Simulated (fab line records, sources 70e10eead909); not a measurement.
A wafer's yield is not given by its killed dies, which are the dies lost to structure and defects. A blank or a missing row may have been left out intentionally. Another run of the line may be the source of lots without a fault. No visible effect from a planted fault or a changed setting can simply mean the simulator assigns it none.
What tool caused it? | flow nand-harc | 72 wafers from 24 lots sampled at 6 of the route's 1159 steps

WHAT EACH GAUGE READ, for each wafer
Not one reading of a measure or inspect step in the record can be checked against a usual standard deviation.

WHAT TOOL EACH LOT RAN ON (gives the tool, then ch and the chambers of the sampled wafers, and finally the start)
lot  | NHARC_P_STI_ETCH_15             | NHARC_P_GATE_HM_DEP_102       | NHARC_P_GATE_ETCH_114                         | NHARC_P_GATE_STRIP_101             | NHARC_P_GATE_DEGAS_109       | NHARC_P_CONTACT_ETCH_18
L074 | rie-si-01 ch 2,3, day 2 07:56   | acl-dep-02 ch 0, day 4 08:20  | rie-diel-07 ch 0,1,2, day 4 20:38 or earlier  | rie-diel-07 ch 1,3, day 4 20:38    | pvd-sputter-02, day 5 03:12  | rie-diel-01 ch 2,3, no start
L075 | rie-si-02 ch 1,2,3, day 2 19:17 | acl-dep-02 ch 0, day 4 23:43  | rie-diel-09 ch 1,2, day 5 12:13 or earlier    | rie-diel-07 ch 2,3, day 5 12:13    | pvd-sputter-01, day 5 18:52  | rie-diel-08 ch 0,1,2, no start
L076 | rie-si-05 ch 0,1,2, day 2 23:52 | acl-dep-02 ch 0, day 5 02:19  | rie-diel-09 ch 1,2,3, day 5 14:53 or earlier  | rie-diel-07 ch 0,2,3, day 5 14:53  | pvd-sputter-01, day 5 21:22  | rie-diel-03 ch 1,2, no start
L077 | rie-si-05 ch 0,1, day 3 05:14   | acl-dep-03 ch 0, day 5 02:00  | rie-diel-07 ch 1,3, day 5 14:11 or earlier    | rie-diel-09 ch 0,2, day 5 14:11    | pvd-sputter-03, day 5 20:49  | rie-diel-08 ch 1,3, no start
L078 | rie-si-01 ch 1,2, day 3 14:27   | acl-dep-02 ch 0, day 5 14:47  | rie-diel-07 ch 1,2, day 6 03:31 or earlier    | rie-diel-07 ch 0,1,3, day 6 03:31  | pvd-sputter-02, day 6 10:20  | rie-diel-03 ch 0,1,2, no start
L079 | rie-si-02 ch 0,1,2, day 3 14:38 | acl-dep-03 ch 0, day 5 14:47  | rie-diel-10 ch 1,2,3, day 6 03:24 or earlier  | rie-diel-10 ch 1,2,3, day 6 03:24  | pvd-sputter-01, day 6 10:08  | rie-diel-03 ch 0,1,2, no start
L080 | rie-si-05 ch 0,1, day 3 23:22   | acl-dep-03 ch 0, day 6 05:35  | rie-diel-07 ch 0,1,3, day 6 20:01 or earlier  | rie-diel-07 ch 1,3, day 6 20:01    | pvd-sputter-03, day 7 02:22  | rie-diel-01 ch 0,2,3, no start
L081 | rie-si-02 ch 0,2,3, day 4 05:30 | acl-dep-01 ch 0, day 6 09:53  | rie-diel-09 ch 2,3, day 6 22:42 or earlier    | rie-diel-07 ch 0,2,3, day 6 22:42  | pvd-sputter-01, day 7 05:15  | rie-diel-01 ch 0,1,3, no start
L082 | rie-si-01 ch 1,2, day 4 12:02   | acl-dep-02 ch 0, day 6 17:28  | rie-diel-07 ch 1,3, day 7 06:08 or earlier    | rie-diel-10 ch 1,3, day 7 06:08    | pvd-sputter-03, day 7 12:41  | rie-diel-03 ch 0,2,3, no start
L083 | rie-si-05 ch 0,2,3, day 4 20:05 | acl-dep-02 ch 0, day 7 04:46  | rie-diel-09 ch 0,2,3, day 7 17:10 or earlier  | rie-diel-09 ch 0,2,3, day 7 17:10  | pvd-sputter-03, day 7 23:34  | rie-diel-03 ch 1,2,3, no start
L084 | rie-si-02 ch 0,1, day 4 20:13   | acl-dep-02 ch 0, day 7 04:20  | rie-diel-09 ch 1,3, day 7 16:22 or earlier    | rie-diel-10 ch 0,1,3, day 7 16:22  | pvd-sputter-02, day 7 22:53  | rie-diel-08 ch 0,1, no start
L085 | rie-si-05 ch 0,2,3, day 5 06:06 | acl-dep-03 ch 0, day 8 01:50  | rie-diel-10 ch 0,1,2, day 8 14:17 or earlier  | rie-diel-07 ch 0,1,2, day 8 14:17  | pvd-sputter-02, day 8 21:33  | rie-diel-03 ch 1,2,3, no start
L087 | rie-si-02 ch 0,2, day 5 17:20   | acl-dep-03 ch 0, day 8 02:35  | rie-diel-09 ch 1,2,3, day 8 15:02 or earlier  | rie-diel-07 ch 1,3, day 8 15:02    | pvd-sputter-02, day 8 22:37  | rie-diel-03 ch 0,2, no start
L086 | rie-si-01 ch 0,3, day 5 17:30   | acl-dep-01 ch 0, day 8 02:47  | rie-diel-10 ch 1,2, day 8 15:28 or earlier    | rie-diel-09 ch 1,3, day 8 15:28    | pvd-sputter-03, day 8 23:32  | rie-diel-08 ch 0,2,3, no start
L088 | rie-si-01 ch 2,3, day 6 01:22   | acl-dep-03 ch 0, day 8 12:19  | rie-diel-07 ch 0,1, day 9 00:41 or earlier    | rie-diel-07 ch 1,3, day 9 00:41    | pvd-sputter-01, day 9 07:11  | rie-diel-08 ch 0,1,3, no start
L089 | rie-si-02 ch 0,1, day 6 11:41   | acl-dep-01 ch 0, day 8 19:26  | rie-diel-09 ch 0,2, day 9 07:46 or earlier    | rie-diel-07 ch 0,1,3, day 9 07:46  | pvd-sputter-03, day 9 14:24  | rie-diel-03 ch 2,3, no start
L090 | rie-si-05 ch 1,2,3, day 6 11:43 | acl-dep-01 ch 0, day 8 20:11  | rie-diel-09 ch 0,2,3, day 9 08:34 or earlier  | rie-diel-09 ch 0,1,2, day 9 08:34  | pvd-sputter-02, day 9 15:32  | rie-diel-08 ch 1,2,3, no start
L091 | rie-si-01 ch 1,2,3, day 6 19:01 | acl-dep-01 ch 0, day 9 00:08  | rie-diel-10 ch 2,3, day 9 13:11 or earlier    | rie-diel-09 ch 0,2, day 9 13:11    | pvd-sputter-01, day 9 19:22  | rie-diel-03 ch 0,3, no start
L092 | rie-si-01 ch 0,2,3, day 7 00:45 | acl-dep-01 ch 0, day 9 00:46  | rie-diel-07 ch 1,2,3, day 9 14:09 or earlier  | rie-diel-09 ch 1,2,3, day 9 14:09  | pvd-sputter-01, day 9 20:35  | rie-diel-08 ch 0,1,2, no start
L093 | rie-si-01 ch 2,3, day 7 07:35   | acl-dep-02 ch 0, day 9 14:53  | rie-diel-10 ch 1,2, day 10 03:49 or earlier   | rie-diel-10 ch 0,2,3, day 10 03:49 | pvd-sputter-03, day 10 10:23 | rie-diel-03 ch 0,1,2, no start
L095 | rie-si-02 ch 0,1,3, day 7 15:38 | acl-dep-03 ch 0, day 9 14:23  | rie-diel-07 ch 0,2,3, day 10 04:11 or earlier | rie-diel-10 ch 0,1,2, day 10 04:11 | pvd-sputter-02, day 10 10:46 | rie-diel-08 ch 0,1, no start
L094 | rie-si-05 ch 0,2,3, day 7 15:46 | acl-dep-01 ch 0, day 9 14:58  | rie-diel-09 ch 1,2,3, day 10 04:17 or earlier | rie-diel-09 ch 0,1,3, day 10 04:17 | pvd-sputter-02, day 10 11:10 | rie-diel-03 ch 1,2,3, no start
L096 | rie-si-01 ch 0,1, day 7 23:19   | acl-dep-03 ch 0, day 10 01:34 | rie-diel-07 ch 0,2,3, day 10 13:55 or earlier | rie-diel-09 ch 0,2,3, day 10 13:55 | pvd-sputter-03, day 10 20:20 | rie-diel-03 ch 2,3, no start
L097 | rie-si-01 ch 2,3, day 8 05:08   | acl-dep-02 ch 0, day 10 04:48 | rie-diel-10 ch 0,2, day 10 19:04 or earlier   | rie-diel-09 ch 0,1,2, day 10 19:04 | pvd-sputter-03, day 11 02:07 | rie-diel-03 ch 0,2, no start
- NHARC_P_STI_ETCH_15: etches the open film in HBr/Cl2, target depth 300 nm, time 100.1 s.
- NHARC_P_GATE_HM_DEP_102: deposits aC, target thk 120 nm.
- NHARC_P_GATE_ETCH_114: etches the open film in CF4/O2, target depth 30 nm, overetch 3 nm, time 16.5 s.
- NHARC_P_GATE_STRIP_101: strips in O2, time 20 s.
- NHARC_P_GATE_DEGAS_109: time 60 s.
- NHARC_P_CONTACT_ETCH_18: etches the open film in C4F8/O2/Ar, target depth 481 nm, time 240.5 s.

WHAT THE TOOLS THEMSELVES READ (means of the sampled wafers that have a number; where no wafer has one, the mark that the record gives instead)
NHARC_P_STI_ETCH_15.
lot  | tool      | drypump-motor-current-A (A) | oes-product-au (a.u.) | rf-fwd-power-W (W) | throttle-valve-pct (%)
L074 | rie-si-01 | 6.0                         | 1.001                 | 397.1              | 26.402
L075 | rie-si-02 | 5.6                         | 0.994                 | 397.0              | 26.415
L076 | rie-si-05 | 5.8                         | 1.009                 | 397.7              | 26.412
L077 | rie-si-05 | 5.5                         | 0.999                 | 398.3              | 26.411
L078 | rie-si-01 | 5.8                         | 0.994                 | 397.7              | 26.412
L079 | rie-si-02 | 5.7                         | 0.999                 | 397.5              | 26.409
L080 | rie-si-05 | 5.6                         | 1.004                 | 398.1              | 26.405
L081 | rie-si-02 | 5.7                         | 0.989                 | 397.6              | 26.401
L082 | rie-si-01 | 5.8                         | 0.996                 | 398.9              | 26.401
L083 | rie-si-05 | 6.1                         | 0.990                 | 396.9              | 26.410
L084 | rie-si-02 | 6.0                         | 0.993                 | 398.2              | 26.409
L085 | rie-si-05 | 6.0                         | 0.986                 | 397.4              | 26.407
L087 | rie-si-02 | 5.7                         | 0.998                 | 397.1              | 26.404
L086 | rie-si-01 | 5.9                         | 0.996                 | 397.5              | 26.399
L088 | rie-si-01 | 6.1                         | 0.996                 | 398.0              | 26.407
L089 | rie-si-02 | 6.0                         | 0.994                 | 397.5              | 26.398
L090 | rie-si-05 | 6.0                         | 1.002                 | 397.2              | 26.406
L091 | rie-si-01 | 6.0                         | 1.004                 | 398.3              | 26.408
L092 | rie-si-01 | 5.8                         | 1.004                 | 397.4              | 26.399
L093 | rie-si-01 | 6.0                         | 1.007                 | 397.7              | 26.405
L095 | rie-si-02 | 6.0                         | 0.987                 | 397.0              | 26.407
L094 | rie-si-05 | 6.0                         | 1.000                 | 396.4              | 26.411
L096 | rie-si-01 | 5.6                         | 1.000                 | 397.3              | 26.397
L097 | rie-si-01 | 6.0                         | 1.006                 | 397.8              | 26.399

NHARC_P_GATE_HM_DEP_102.
lot  | tool       | throttle-valve-pct (%)
L074 | acl-dep-02 | 35.002
L075 | acl-dep-02 | 34.995
L076 | acl-dep-02 | 34.998
L077 | acl-dep-03 | 35.005
L078 | acl-dep-02 | 35.000
L079 | acl-dep-03 | 34.994
L080 | acl-dep-03 | 35.009
L081 | acl-dep-01 | 34.997
L082 | acl-dep-02 | 35.006
L083 | acl-dep-02 | 35.002
L084 | acl-dep-02 | 34.995
L085 | acl-dep-03 | 34.992
L087 | acl-dep-03 | 35.001
L086 | acl-dep-01 | 34.994
L088 | acl-dep-03 | 35.006
L089 | acl-dep-01 | 34.998
L090 | acl-dep-01 | 35.001
L091 | acl-dep-01 | 35.003
L092 | acl-dep-01 | 35.005
L093 | acl-dep-02 | 34.997
L095 | acl-dep-03 | 34.994
L094 | acl-dep-01 | 34.995
L096 | acl-dep-03 | 34.998
L097 | acl-dep-02 | 34.999

NHARC_P_GATE_ETCH_114.
lot  | tool        | drypump-motor-current-A (A) | oes-product-au (a.u.) | rf-fwd-power-W (W) | rf-vpp-V (V) | showerhead-plenum-p-Torr (Torr) | throttle-valve-pct (%)
L074 | rie-diel-07 | 6.0                         | 1.000                 | 294.4              | 198.5        | 1.33                            | 13.395
L075 | rie-diel-09 | 5.8                         | 0.989                 | 293.7              | 198.8        | 1.39                            | 13.396
L076 | rie-diel-09 | 5.5                         | 1.004                 | 293.5              | 200.1        | 1.41                            | 13.398
L077 | rie-diel-07 | 6.1                         | 1.000                 | 294.4              | 197.9        | 1.33                            | 13.398
L078 | rie-diel-07 | 5.7                         | 1.006                 | 294.4              | 196.9        | 1.29                            | 13.405
L079 | rie-diel-10 | 5.8                         | 0.991                 | 294.8              | 196.3        | 1.28                            | 13.390
L080 | rie-diel-07 | 6.2                         | 0.994                 | 294.3              | 197.9        | 1.36                            | 13.398
L081 | rie-diel-09 | 5.6                         | 1.001                 | 291.8              | 200.0        | 1.43                            | 13.394
L082 | rie-diel-07 | 6.1                         | 1.005                 | 294.4              | 198.2        | 1.34                            | 13.407
L083 | rie-diel-09 | 5.6                         | 1.001                 | 294.4              | 198.8        | 1.41                            | 13.402
L084 | rie-diel-09 | 5.3                         | 1.015                 | 293.8              | 199.9        | 1.40                            | 13.399
L085 | rie-diel-10 | 6.2                         | 0.998                 | 296.6              | 197.5        | 1.31                            | 13.404
L087 | rie-diel-09 | 5.6                         | 1.004                 | 293.6              | 198.8        | 1.40                            | 13.397
L086 | rie-diel-10 | 6.3                         | 1.007                 | 295.9              | 197.2        | 1.28                            | 13.400
L088 | rie-diel-07 | 6.2                         | 0.990                 | 294.2              | 198.0        | 1.34                            | 13.399
L089 | rie-diel-09 | 5.8                         | 0.993                 | 295.2              | 199.1        | 1.39                            | 13.395
L090 | rie-diel-09 | 5.6                         | 0.999                 | 292.4              | 199.2        | 1.41                            | 13.397
L091 | rie-diel-10 | 6.0                         | 0.996                 | 295.1              | 199.7        | 1.45                            | 13.397
L092 | rie-diel-07 | 5.9                         | 0.999                 | 294.7              | 197.0        | 1.31                            | 13.394
L093 | rie-diel-10 | 6.3                         | 1.000                 | 295.6              | 199.8        | 1.41                            | 13.404
L095 | rie-diel-07 | 5.9                         | 0.990                 | 294.4              | 196.7        | 1.34                            | 13.406
L094 | rie-diel-09 | 5.5                         | 1.007                 | 294.0              | 199.2        | 1.40                            | 13.399
L096 | rie-diel-07 | 6.0                         | 1.000                 | 295.1              | 198.1        | 1.34                            | 13.405
L097 | rie-diel-10 | 6.3                         | 0.990                 | 296.0              | 197.8        | 1.36                            | 13.394

NHARC_P_GATE_STRIP_101.
lot  | tool        | drypump-motor-current-A (A) | oes-product-au (a.u.) | rf-vpp-V (V) | showerhead-plenum-p-Torr (Torr) | throttle-valve-pct (%)
L074 | rie-diel-07 | 6.1                         | 1.005                 | 56.9         | 3.55                            | 17.044
L075 | rie-diel-07 | 5.7                         | 1.007                 | 57.7         | 3.43                            | 17.037
L076 | rie-diel-07 | 5.9                         | 1.000                 | 58.5         | 3.54                            | 17.036
L077 | rie-diel-09 | 5.9                         | 0.986                 | 58.7         | 3.69                            | 17.044
L078 | rie-diel-07 | 6.2                         | 0.983                 | 57.9         | 3.58                            | 17.030
L079 | rie-diel-10 | 5.8                         | 0.994                 | 58.2         | 3.40                            | 17.038
L080 | rie-diel-07 | 6.1                         | 1.001                 | 57.2         | 3.51                            | 17.046
L081 | rie-diel-07 | 5.9                         | 0.997                 | 57.7         | 3.54                            | 17.030
L082 | rie-diel-10 | 5.5                         | 1.000                 | 57.7         | 3.50                            | 17.032
L083 | rie-diel-09 | 5.6                         | 1.001                 | 58.0         | 3.72                            | 17.033
L084 | rie-diel-10 | 5.6                         | 1.001                 | 57.8         | 3.46                            | 17.037
L085 | rie-diel-07 | 6.0                         | 0.978                 | 58.2         | 3.50                            | 17.027
L087 | rie-diel-07 | 6.1                         | 1.010                 | 57.0         | 3.54                            | 17.042
L086 | rie-diel-09 | 5.6                         | 1.005                 | 57.5         | 3.63                            | 17.038
L088 | rie-diel-07 | 6.1                         | 0.997                 | 58.1         | 3.51                            | 17.034
L089 | rie-diel-07 | 6.2                         | 0.990                 | 57.7         | 3.58                            | 17.035
L090 | rie-diel-09 | 5.9                         | 0.992                 | 58.7         | 3.67                            | 17.033
L091 | rie-diel-09 | 5.8                         | 0.997                 | 58.5         | 3.73                            | 17.049
L092 | rie-diel-09 | 5.5                         | 1.005                 | 57.7         | 3.69                            | 17.036
L093 | rie-diel-10 | 5.9                         | 0.999                 | 58.5         | 3.70                            | 17.029
L095 | rie-diel-10 | 6.2                         | 0.994                 | 57.5         | 3.63                            | 17.043
L094 | rie-diel-09 | 5.6                         | 1.012                 | 57.5         | 3.63                            | 17.036
L096 | rie-diel-09 | 5.6                         | 1.005                 | 58.7         | 3.70                            | 17.034
L097 | rie-diel-09 | 5.8                         | 0.995                 | 57.9         | 3.66                            | 17.032

NHARC_P_GATE_DEGAS_109.
lot  | tool           | heater-power-w (W)
L074 | pvd-sputter-02 | 472
L075 | pvd-sputter-01 | 422
L076 | pvd-sputter-01 | 444
L077 | pvd-sputter-03 | 486
L078 | pvd-sputter-02 | 448
L079 | pvd-sputter-01 | 423
L080 | pvd-sputter-03 | 500
L081 | pvd-sputter-01 | 431
L082 | pvd-sputter-03 | 502
L083 | pvd-sputter-03 | 484
L084 | pvd-sputter-02 | 462
L085 | pvd-sputter-02 | 458
L087 | pvd-sputter-02 | 456
L086 | pvd-sputter-03 | 505
L088 | pvd-sputter-01 | 436
L089 | pvd-sputter-03 | 477
L090 | pvd-sputter-02 | 478
L091 | pvd-sputter-01 | 435
L092 | pvd-sputter-01 | 437
L093 | pvd-sputter-03 | 482
L095 | pvd-sputter-02 | 461
L094 | pvd-sputter-02 | 457
L096 | pvd-sputter-03 | 501
L097 | pvd-sputter-03 | 506

NHARC_P_CONTACT_ETCH_18.
lot  | tool        | oes-product-au (a.u.) | rf-fwd-power-W (W) | rf-vpp-V (V)
L074 | rie-diel-01 | 0.969                 | 597.5              | 975
L075 | rie-diel-08 | 0.970                 | 597.4              | 977
L076 | rie-diel-03 | 0.938                 | 599.2              | 971
L077 | rie-diel-08 | 0.957                 | 598.5              | 974
L078 | rie-diel-03 | 0.968                 | 599.6              | 972
L079 | rie-diel-03 | 0.978                 | 599.9              | 972
L080 | rie-diel-01 | 0.958                 | 600.3              | 979
L081 | rie-diel-01 | 0.956                 | 598.7              | 984
L082 | rie-diel-03 | 0.967                 | 597.4              | 976
L083 | rie-diel-03 | 0.924                 | 598.1              | 974
L084 | rie-diel-08 | 0.971                 | 598.9              | 982
L085 | rie-diel-03 | 0.966                 | 598.5              | 974
L087 | rie-diel-03 | 0.975                 | 600.4              | 973
L086 | rie-diel-08 | 0.943                 | 598.0              | 976
L088 | rie-diel-08 | 0.961                 | 597.9              | 979
L089 | rie-diel-03 | 0.963                 | 596.4              | 975
L090 | rie-diel-08 | 0.966                 | 597.2              | 974
L091 | rie-diel-03 | 0.966                 | 597.9              | 978
L092 | rie-diel-08 | 0.941                 | 599.5              | 978
L093 | rie-diel-03 | 0.983                 | 597.8              | 972
L095 | rie-diel-08 | 0.958                 | 597.5              | 983
L094 | rie-diel-03 | 0.982                 | 595.3              | 974
L096 | rie-diel-03 | 0.968                 | 598.4              | 975
L097 | rie-diel-03 | 0.970                 | 596.1              | 973

THE ANSWER, worked out from the rows above alone
Rule: the usual values come from the lots themselves. The widest of any qualifying gaps counts: lots, ordered by their means at a reading, are off when they make up no more than a third of the lots, leave a main group of 4 or more, and stand apart from it by 3 or more times the standard deviation of that group's means. Not used: any main group whose means are identical at the precision the tables above print for the reading. Also off: a lot with no number at a reading for which 4 or more lots have one. The other lots that the step has rows for count as sound. After the gauges, taken in route order, come the tools' own readings; for these a lot's mean is taken, as printed above. The first step at which some lot is off is used, and at that step the reading that is off furthest; a lot without a number counts as furthest.
Nothing can be told from this: no lot is off at any reading shown.

WHAT THE SIMULATOR HAD INSERTED
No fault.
